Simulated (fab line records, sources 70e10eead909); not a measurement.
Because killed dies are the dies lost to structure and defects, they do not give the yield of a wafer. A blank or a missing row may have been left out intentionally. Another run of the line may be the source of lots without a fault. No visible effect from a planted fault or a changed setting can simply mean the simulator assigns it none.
fab line records	flow nand_harc
[record] lots = 12	wafers = 36	last_day = 24
route steps=1159 shown A_CONTACT@842 END@1159
lots that met no fault: from a run of the same line without faults
start_h: hours from the record's first day to the start of the lot's first wafer shown	wait_h: hours from the lot's prior step to this one	" same as the row above	L1.1+2: several wafers, shown together as one row	- value missing, or start not given	* or withheld: withheld	< > ~ a bound
route shown NAME@n: a module of which the file shows steps, and the number in the route of the first	usual: mean and standard deviation over wafers with no fault	same: alike in all rows	chamber/n: place in a boat	sites: per-site readings	_std_site: their standard deviation	_edge_site: the outer-site mean with the inner-site mean subtracted	radius_mm: how far each site lies from the wafer's centre	mask NAME#n: copy n	behind: the tool/chamber that last shaped the wafer	hold: why the lot went on hold/how many hours it stayed there/how the hold came to an end	device: the transistor (n, p or np) that didn't switch	end of line: the route-end tests of the same wafers	where a step has no rows: the recipe by itself	killed: dies lost to structure and defects at the first sort, not the wafer's yield	map: a wafer's dies, x killed, . not, _ none there
set.NAME: the setting as run; set.NAME@STEP: as run at that earlier step	model.NAME: the simulator's own value behind a step, which no gauge read
steps of the route over a sample of lots; a table a step, a row a wafer
services: a tool's chamber out of use, with start hour (start_h, from the record's first day; less than 0 if before it), hours out, and reason
[[steps]]
[step NHARC_A_CONTACT_DEP_28]
[recipe] target_thk_a = 36000	temp_c = 400	material = aC
[usual] throttle_valve_pct = 34.999/0.0094
lot.wafer	tool	chamber	start_h	wait_h	throttle_valve_pct
L699.1	acl_dep-03	0	365.93	0.7	35.002
L699.4	"	0	367.01	1.8	35.010
L699.5	"	0	"	"	35.003
L701.3	acl_dep-02	0	393.75	0.8	35.003
L701.4	"	0	"	"	35.009
L701.5	"	0	"	"	35.005
L703.1	acl_dep-03	0	397.30	0.1	35.018
L703.2	"	0	"	"	34.990
L703.6	"	0	399.13	1.9	35.015
L700.2	acl_dep-03	0	400.18	0.4	34.994
L700.4	"	0	"	"	34.993
L700.6	"	0	"	"	35.003
L704.2	acl_dep-03	0	423.16	7.0	35.002
L704.4	"	0	"	"	35.008
L704.6	"	0	"	"	34.986
L709.1	acl_dep-02	0	429.02	0.4	34.986
L709.2	"	0	"	"	34.999
L709.4	"	0	"	"	34.992
L714.1	acl_dep-02	0	453.03	0.1	35.004
L714.5	"	0	454.48	1.5	35.004
L714.6	"	0	"	"	35.006
L716.3	acl_dep-03	0	467.15	1.5	35.006
L716.5	"	0	"	"	35.023
L716.6	"	0	"	"	34.986
L718.2	acl_dep-03	0	468.98	0.4	34.992
L718.4	"	0	"	"	35.010
L718.6	"	0	"	"	35.001
L713.3	acl_dep-01	0	470.71	0.9	35.001
L713.4	"	0	"	"	34.996
L713.6	"	0	"	"	34.985
L715.1	acl_dep-02	0	473.55	0.6	34.990
L715.2	"	0	"	"	35.003
L715.3	"	0	"	"	34.996
L719.1	acl_dep-03	0	481.71	1.9	34.992
L719.2	"	0	"	"	34.993
L719.5	"	0	483.18	3.4	34.983
[step NHARC_A_CONTACT_ETCH_48]
[recipe] target_depth_a = 390	over_etch_frac = 0.3	time_s = 65	ion_energy_ev = 80	cf4_flow_sccm = 150	ar_flow_sccm = 0	rf_w = 300	bias_w = 100	chemistry = CF4
[usual] chamber_pressure_mTorr = 50.00/0.043	drypump_motor_current_A = 5.8/0.47	oes_product_au = 1.001/0.0089	rf_vpp_V = 151.5/1.2	run_length_s = 86.2/0.42	showerhead_plenum_p_Torr = 1.80/0.062	throttle_valve_pct = 13.283/0.0092
[same] over_etch_frac = 0.3
lot.wafer	tool	chamber	start_h	wait_h	chamber_pressure_mTorr	drypump_motor_current_A	oes_product_au	rf_hours_counter_h	rf_vpp_V	run_length_s	showerhead_plenum_p_Torr	throttle_valve_pct
L699.4	rie_diel-12	0	368.98	0.1	49.97	5.4	1.000	32	150.8	85.9	1.75	13.276
L699.1	"	1	"	"	49.96	6.2	0.983	31	151.7	86.6	1.83	13.273
L699.5	"	3	"	"	50.00	5.2	1.010	-	151.4	86.4	1.85	13.288
L701.4	rie_diel-09	3	396.09	0.1	49.99	5.3	1.006	51	152.6	86.9	1.80	13.294
L701.3	"	1	"	"	50.02	6.8	0.986	51	151.5	87.1	1.75	13.276
L701.5	"	0	"	"	49.90	5.7	0.978	-	149.1	85.8	1.65	13.265
L703.1	rie_diel-12	0	400.39	0.1	50.03	5.4	1.010	0	151.7	85.7	1.75	13.276
L703.2	"	2	"	"	50.02	6.3	1.010	0	153.9	85.8	1.88	13.285
L703.6	"	0	"	"	50.00	5.3	1.011	-	150.5	86.3	1.75	13.292
L700.2	rie_diel-12	1	402.87	0.1	49.99	6.2	0.997	1	152.7	86.4	1.83	13.288
L700.4	"	3	"	"	49.97	5.2	1.001	1	152.8	86.2	1.85	13.284
L700.6	"	1	"	"	49.92	6.2	0.994	-	151.4	86.6	1.82	13.298
L704.4	rie_diel-12	2	425.86	0.1	49.98	6.3	1.002	5	152.6	85.7	1.88	13.280
L704.2	"	0	"	"	49.96	5.4	0.999	4	150.7	85.7	1.75	13.292
L704.6	"	1	"	"	50.02	6.2	0.989	-	152.6	86.9	1.82	13.289
L709.1	rie_diel-12	0	432.23	0.2	49.99	5.4	1.015	6	151.0	85.8	1.75	13.296
L709.4	"	1	"	"	50.02	6.2	0.993	6	151.0	87.0	1.82	13.269
L709.2	"	2	"	"	49.97	6.3	1.006	7	151.4	86.0	1.88	13.279
L714.1	rie_diel-12	0	456.22	0.1	49.99	5.4	1.001	12	150.7	66.2	1.75	13.278
L714.5	"	3	"	"	50.08	5.2	1.000	-	151.9	66.4	1.84	13.280
L714.6	"	0	"	"	50.06	5.3	1.007	-	150.6	65.9	1.75	13.275
L716.3	rie_diel-13	3	469.59	0.1	49.99	5.4	0.998	-	151.5	86.5	1.74	13.273
L716.6	"	3	"	"	49.99	5.4	1.001	-	150.1	86.2	1.74	13.293
L716.5	"	0	"	"	49.98	5.9	0.996	-	151.3	86.2	1.79	13.279
L718.2	rie_diel-13	3	471.88	0.1	49.98	5.4	1.009	4	151.3	86.8	1.74	13.284
L718.4	"	0	"	"	50.03	5.9	0.987	-	150.9	86.1	1.79	13.308
L718.6	"	0	"	"	50.03	5.9	0.998	-	152.5	86.5	1.79	13.287
L713.3	rie_diel-12	2	473.22	0.1	50.07	6.3	1.016	16	152.8	66.0	1.87	13.292
L713.4	"	3	"	"	50.04	5.2	1.002	16	152.5	66.2	1.84	13.267
L713.6	"	1	"	"	50.07	6.2	1.003	-	150.7	66.6	1.82	13.285
L715.2	rie_diel-09	1	476.77	0.1	49.96	6.8	0.991	17	151.0	87.1	1.74	13.297
L715.3	"	3	"	"	49.98	5.3	1.000	15	151.7	86.9	1.79	13.296
L715.1	"	0	"	"	49.99	5.8	0.993	14	152.7	85.7	1.90	13.293
L719.2	rie_diel-13	2	484.93	0.2	50.03	6.3	0.980	5	149.3	86.1	1.68	13.276
L719.1	"	3	"	"	49.97	5.4	1.001	9	150.3	86.5	1.74	13.295
L719.5	"	2	"	"	50.01	6.3	0.982	-	150.7	86.5	1.68	13.280
[step NHARC_A_CONTACT_ETCH_111]
[recipe] source_w = withheld	pressure_mtorr = 20	bias_v = withheld	time_s = 140	target_depth_a = 7000	ar_flow_sccm = withheld	c4f8_flow_sccm = withheld	o2_flow_sccm = withheld	chemistry = C4F8/O2/Ar
[usual] chamber_pressure_mTorr = 20.001/0.019	run_length_s = 141.4/0.58
lot.wafer	tool	chamber	start_h	wait_h	chamber_pressure_mTorr	rf_hours_counter_h	run_length_s
L699.1	har_cap_etch-01	0	370.21	-	19.998	55	141.0
L699.4	"	1	"	"	19.982	-	141.6
L699.5	"	0	"	"	19.991	-	140.9
L701.4	har_cap_etch-02	1	397.33	-	20.039	-	141.7
L701.3	"	0	"	"	19.992	-	142.0
L701.5	"	0	"	"	19.991	-	141.6
L703.2	har_cap_etch-01	0	401.57	-	19.999	57	141.1
L703.1	"	1	"	"	19.976	57	141.1
L703.6	"	0	"	"	19.986	-	140.7
L700.2	har_cap_etch-03	1	404.16	-	20.026	83	140.8
L700.4	"	0	"	"	19.986	-	141.8
L700.6	"	1	"	"	20.039	-	140.8
L704.2	har_cap_etch-02	0	427.07	-	19.978	16	141.9
L704.4	"	1	"	"	19.994	-	141.6
L704.6	"	1	"	"	19.982	-	141.6
L709.2	har_cap_etch-01	1	433.40	-	20.017	64	140.7
L709.1	"	0	"	"	20.023	64	140.7
L709.4	"	0	"	"	19.962	-	140.6
L714.1	har_cap_etch-02	1	457.42	-	20.038	24	141.9
L714.6	"	0	"	"	19.977	-	141.5
L714.5	"	1	"	"	20.001	-	141.7
L716.3	har_cap_etch-02	0	471.52	0.6	19.985	-	141.9
L716.6	"	0	"	"	19.989	-	141.8
L716.5	"	1	"	"	19.989	-	141.9
L718.2	har_cap_etch-01	1	473.78	-	20.011	72	140.7
L718.4	"	1	"	"	20.025	-	141.3
L718.6	"	1	"	"	19.994	-	140.7
L713.4	har_cap_etch-03	0	474.54	-	19.985	-	141.9
L713.3	"	1	"	"	20.034	-	140.5
L713.6	"	0	"	"	20.021	-	141.9
L715.2	har_cap_etch-02	1	477.94	-	19.994	27	141.9
L715.1	"	0	"	"	20.008	27	142.4
L715.3	"	1	"	"	20.006	-	142.2
L719.1	har_cap_etch-02	1	486.35	-	19.999	29	141.6
L719.2	"	0	"	"	20.011	29	141.5
L719.5	"	0	"	"	19.997	-	141.7
[step NHARC_A_CONTACT_ETCH_112]
[recipe] source_w = withheld	pressure_mtorr = 20	bias_v = 3000	time_s = 94	target_depth_a = 9220	ar_flow_sccm = withheld	c4f8_flow_sccm = withheld	o2_flow_sccm = withheld	chemistry = C4F8/O2/Ar
[usual] chamber_pressure_mTorr = 20.002/0.017	run_length_s = 94/0
lot.wafer	tool	chamber	start_h	wait_h	chamber_pressure_mTorr	rf_hours_counter_h	run_length_s
L699.1	har_cap_etch-01	0	370.40	0.2	19.997	55	94
L699.4	"	1	"	"	20.054	-	94
L699.5	"	0	"	"	19.990	-	94
L701.4	har_cap_etch-02	1	397.50	0.1	20.001	-	94
L701.3	"	0	"	"	20.020	-	94
L701.5	"	0	"	"	20.013	-	94
L703.2	har_cap_etch-01	0	401.77	0.2	20.000	57	94
L703.1	"	1	"	"	20.027	57	94
L703.6	"	0	"	"	20.003	-	94
L700.2	har_cap_etch-03	1	404.34	0.1	20.022	83	94
L700.4	"	0	"	"	20.017	-	94
L700.6	"	1	"	"	19.987	-	94
L704.2	har_cap_etch-02	0	427.25	0.2	19.991	16	94
L704.4	"	1	"	"	20.019	-	94
L704.6	"	1	"	"	20.027	-	94
L709.2	har_cap_etch-01	1	433.61	0.2	20.029	64	94
L709.1	"	0	"	"	20.004	64	94
L709.4	"	0	"	"	19.997	-	94
L714.1	har_cap_etch-02	1	457.61	0.1	20.022	24	94
L714.6	"	0	"	"	20.008	-	94
L714.5	"	1	"	"	19.991	-	94
L716.3	har_cap_etch-02	0	471.69	0.1	19.997	-	94
L716.6	"	0	"	"	19.990	-	94
L716.5	"	1	"	"	19.997	-	94
L718.2	har_cap_etch-01	1	473.99	0.2	19.988	73	94
L718.4	"	1	"	"	20.049	-	94
L718.6	"	1	"	"	20.026	-	94
L713.4	har_cap_etch-03	0	474.71	0.1	19.995	-	94
L713.3	"	1	"	"	20.030	-	94
L713.6	"	0	"	"	20.002	-	94
L715.2	har_cap_etch-02	1	478.14	0.2	20.013	27	94
L715.1	"	0	"	"	20.009	27	94
L715.3	"	1	"	"	20.013	-	94
L719.1	har_cap_etch-02	1	486.55	0.2	20.016	29	94
L719.2	"	0	"	"	20.021	29	94
L719.5	"	0	"	"	20.032	-	94
[step NHARC_END_SORT_01]
[recipe] temp_c = 25
[usual] killed_at_array = 29/9.4	killed_at_other = 0.7/1.3	killed_at_periphery = 2.9/2.1	killed_dies = 32/9	killed_open = 3.3/1.8	killed_short = 1.9/1.4
[same] gross_dies = 677
lot.wafer	tool	chamber	start_h	wait_h	killed_at_array	killed_at_other	killed_at_periphery	killed_dies	killed_open	killed_short
L714.1	prober-01	0	537.23	2.5	640	6	4	650	6	3
L714.5	prober-01	0	540.42	3.7	614	7	3	624	4	2
L714.6	prober-01	0	541.22	4.0	645	4	1	650	3	1
L713.3	prober-02	0	557.34	3.1	641	0	3	644	2	3
L713.4	prober-02	0	558.14	3.4	664	0	0	664	0	1
L713.6	prober-02	0	559.73	4.0	647	2	1	650	4	1
// killed by level:class
L714.1 A_CONTACT:area_etch=620 A_CHANNEL_HOLE_D1:chamber_film_flake=9 THIN_TSV:chamber_film_flake=6 A_SGD_CUT:geometric_particle:short=2 A_M1:geometric_particle:open=2 A_STAIRCASE:chamber_film_flake=2 P_GATE:geometric_particle:open=1 P_M1:geometric_particle:open=1
L714.5 A_CONTACT:area_etch=595 THIN_TSV:chamber_film_flake=7 A_CHANNEL_HOLE_D1:chamber_film_flake=6 A_CONTACT:chamber_film_flake=3 A_STAIRCASE:chamber_film_flake=2 A_WL_FILL:chamber_film_flake=2 P_M0:geometric_particle:open=1 A_CHANNEL_HOLE_D1:geometric_particle:open=1
L714.6 A_CONTACT:area_etch=630 A_CONTACT:chamber_film_flake=5 THIN_TSV:chamber_film_flake=4 A_CHANNEL_HOLE_D1:chamber_film_flake=3 A_WL_FILL:chamber_film_flake=2 A_CHANNEL_FILL_D1:geometric_particle:open=1 A_SGD_CUT:geometric_particle:short=1 A_CONTACT:geometric_particle:open=1
L713.3 A_CONTACT:area_etch=604 A_CHANNEL_HOLE_D1:chamber_film_flake=16 A_SLIT:chamber_film_flake=13 A_CONTACT:chamber_film_flake=5 P_CONTACT:geometric_particle:open=1 P_M0:geometric_particle:open=1 P_M2:geometric_particle:short=1 A_CHANNEL_FILL_D1:geometric_particle:short=1
L713.4 A_CONTACT:area_etch=624 A_SLIT:chamber_film_flake=21 A_CHANNEL_HOLE_D1:chamber_film_flake=14 A_CONTACT:chamber_film_flake=3 A_SGD_CUT:geometric_particle:short=1 A_BLC:chamber_film_flake=1
L713.6 A_CONTACT:area_etch=599 A_SLIT:chamber_film_flake=20 A_CHANNEL_HOLE_D1:chamber_film_flake=17 A_CONTACT:chamber_film_flake=4 A_CONTACT:geometric_particle:open=2 THIN_TSV:chamber_film_flake=2 A_CHANNEL_FILL_D1:geometric_particle:open=1 A_CONTACT:geometric_particle:short=1
[[services]]
tool	chamber	start_h	hours	kind
acl_dep-02	-	351.62	13.0	pm
rie_diel-12	0	358.94	-	clean
rie_diel-12	1	358.94	-	clean
rie_diel-12	2	358.94	-	clean
rie_diel-12	3	358.94	-	clean
rie_diel-12	0	379.40	9.0	vent_cycle
rie_diel-12	1	379.40	9.0	vent_cycle
rie_diel-12	3	379.40	9.0	vent_cycle
rie_diel-12	0	388.40	-	clean
rie_diel-12	1	388.40	-	clean
rie_diel-12	2	388.40	-	clean
rie_diel-12	3	388.40	-	clean
rie_diel-12	-	388.69	0.5	repair
acl_dep-03	-	407.81	13.0	pm
rie_diel-12	0	412.96	-	clean
rie_diel-12	1	412.96	-	clean
rie_diel-12	2	412.96	-	clean
rie_diel-12	3	412.96	-	clean
har_cap_etch-03	-	416.17	0.5	repair
rie_diel-09	-	431.16	9.0	pm
rie_diel-12	0	437.48	-	clean
rie_diel-13	-	453.36	9.0	pm
rie_diel-09	0	458.56	6.1	repair
acl_dep-01	-	475.97	13.0	pm
[[key]]
[first_sign] step = NHARC_A_CONTACT_ETCH_48	reading = run_length_s	direction = down	sigmas = 48	usual = *	struck = *
[effect] step = NHARC_END_SORT_01	reading = killed_dies	direction = up	sigmas = 68	usual = 32	struck = 647
[more_kills_born_at] NHARC_A_CONTACT_ETCH_48@rie_diel-12 = 3672
met_at NHARC_A_CONTACT_ETCH_48
struck_lots L713,L714
later_rows_left_out L713.3,L713.4,L713.6,L714.1,L714.5,L714.6
tester_left_out L713,L714
not_acting_at NHARC_A_CONTACT_DEP_28,NHARC_A_CONTACT_ETCH_111,NHARC_A_CONTACT_ETCH_112
onset_between 432.23 456.22
[fault] kind = process_parameter_drift	tool = rie_diel-12	chamber = -	onset_h = 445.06	steps = NHARC_A_CONTACT_ETCH_48	channel = time_s	offset = *	shape = step	end_h = 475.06	acts_in = *	stated = *
// tester_left_out: of these lots the tester's yield and bins aren't shown, on N5 and GAA mostly nor the transistor test; their killed dies are dies lost to structure and defects alone, not to doping, threshold or leakage, so they don't give the yield
// later_rows_left_out: the simulator's readings of these wafers behind a module that went badly wrong aren't trusted and aren't shown, but for the sort
